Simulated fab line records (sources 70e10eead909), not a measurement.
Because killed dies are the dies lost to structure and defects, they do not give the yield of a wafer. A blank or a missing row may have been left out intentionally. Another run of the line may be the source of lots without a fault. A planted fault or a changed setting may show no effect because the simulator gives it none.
Chamber matching | flow nand harc | NHARC_A_BONDPAD_ETCH_34 on rie diel-04 has 4 sister chambers
The step etches the open film in N2/H2, target depth 60 nm, overetch 18 nm, time 65.91 s. 14 wafers are shown with their chamber, then 6 later ones without.

== WAFERS, EACH WITH ITS CHAMBER ==
wafer  | chamber | drypump motor current A (A) | rf vpp V (V) | run length s (s)
L155.2 | 0       | 6.24                        | 425.9        | 87.0
L155.4 | 3       | 5.83                        | 434.0        | 87.5
L155.5 | 3       | 5.83                        | 435.2        | 88.0
L156.3 | 0       | 6.27                        | 426.2        | 87.3
L156.4 | 2       | 6.24                        | 431.3        | 86.5
L156.6 | 3       | 5.85                        | 434.0        | 87.6
L159.3 | 2       | 6.24                        | 429.8        | 86.7
L159.4 | 0       | 6.23                        | 426.6        | 87.5
L159.5 | 1       | 5.66                        | 430.2        | 87.5
L161.3 | 0       | 6.23                        | 425.6        | 87.0
L161.4 | 2       | 6.25                        | 429.5        | 86.8
L161.5 | 3       | 5.80                        | 434.5        | 87.5
L160.1 | 1       | 5.63                        | 430.5        | 87.5
L160.5 | 3       | 5.84                        | 432.6        | 87.8

SIGNATURES, as means of the wafers listed above
reading                 | chamber 0 | chamber 1 | chamber 2 | chamber 3 | scatter within a chamber
drypump motor current A | 6.2425    | 5.6450    | 6.2433    | 5.8300    | 0.0173
rf vpp V                | 426.075   | 430.350   | 430.200   | 434.060   | 0.78
run length s            | 87.200    | 87.500    | 86.667    | 87.680    | 0.204
Rule: a wafer lies at a distance from a chamber equal to the root of the sum of squares, over the readings, of (its reading less the chamber's mean, divided by the reading's scatter). The wafer belongs to the nearest chamber; if the next one is less than 2 further off, it can't be placed. The scatter: the root of (the sum of the squares of (reading less its chamber's mean) over the shown wafers, divided by (wafers less chambers)).

== WAFERS WHOSE CHAMBER IS MISSING ==
wafer  | drypump motor current A (A) | rf vpp V (V) | run length s (s)
L160.6 | 6.23                        | 430.0        | 87.1
L167.4 | 5.86                        | 435.1        | 87.3
L167.6 | 5.65                        | 431.4        | 87.5
L169.4 | 6.22                        | 429.2        | 86.5
L170.2 | 6.26                        | 430.1        | 86.6
L170.4 | 5.83                        | 434.4        | 87.4

== WHICH CHAMBER EACH WENT THROUGH ==
wafer  | from the rows above | in truth
L160.6 | 2                   | 2
L167.4 | 3                   | 3
L167.6 | 1                   | 1
L169.4 | 2                   | 2
L170.2 | 2                   | 2
L170.4 | 3                   | 3
Placed correctly: 6 of 6. Left unplaced by these rows: 0. Number placed wrongly: 0.
